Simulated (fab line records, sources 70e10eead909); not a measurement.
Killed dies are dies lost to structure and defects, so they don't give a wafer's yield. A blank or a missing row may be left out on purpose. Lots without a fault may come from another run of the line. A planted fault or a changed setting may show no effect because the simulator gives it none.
Which tool did it? | flow nand_harc | 6 lots, 18 wafers sampled, at 2 steps of a route of 1302

WHAT THE GAUGES READ, wafer by wafer
NHARC_P_CONTACT_INSPECT_14.
lot  | measured     | on                | raw_defect_count
L699 | day 6 19:26  | defect_inspect-02 | 1 1 1
L701 | day 7 13:56  | defect_inspect-01 | 1 1 2
L703 | day 8 12:32  | defect_inspect-02 | 3 4 7
L707 | day 10 08:58 | defect_inspect-02 | 6 5 1
L711 | day 12 00:01 | defect_inspect-02 | 4 2 3
L719 | day 15 04:15 | defect_inspect-01 | 5 2 6

WHICH TOOL RAN EACH LOT (tool, then ch and the chambers of the sampled wafers, then the start)
lot  | NHARC_P_CONTACT_CMP_01
L699 | cmp-04 ch 0,3, day 6 18:29
L701 | cmp-01 ch 0,1,3, day 7 12:58
L703 | cmp-01 ch 0,3, day 8 11:35
L707 | cmp-01 ch 0,3, day 10 08:08
L711 | cmp-02 ch 1,2, day 11 23:04
L719 | cmp-02 ch 1,2, day 15 03:16
- NHARC_P_CONTACT_CMP_01: polishes SiO2, target thk 200 nm.

THE ANSWER, worked out from the rows above alone
Rule: what is usual is taken from the lots themselves. Put in order of their means at a reading, lots are off if they are a third of the lots or fewer, leave a main group of 4 or more, and stand apart from it by a gap of 3 or more times the standard deviation of the main group's means; of several such gaps the widest counts. A main group whose means are all the same, to the digits that the tables above print for the reading, isn't used. A lot without any number at a reading at which 4 lots or more have one is off too. The other lots that the step has rows for count as sound.
No lot is off at any reading shown: from this, nothing can be told.

WHAT THE SIMULATOR HAD PUT IN
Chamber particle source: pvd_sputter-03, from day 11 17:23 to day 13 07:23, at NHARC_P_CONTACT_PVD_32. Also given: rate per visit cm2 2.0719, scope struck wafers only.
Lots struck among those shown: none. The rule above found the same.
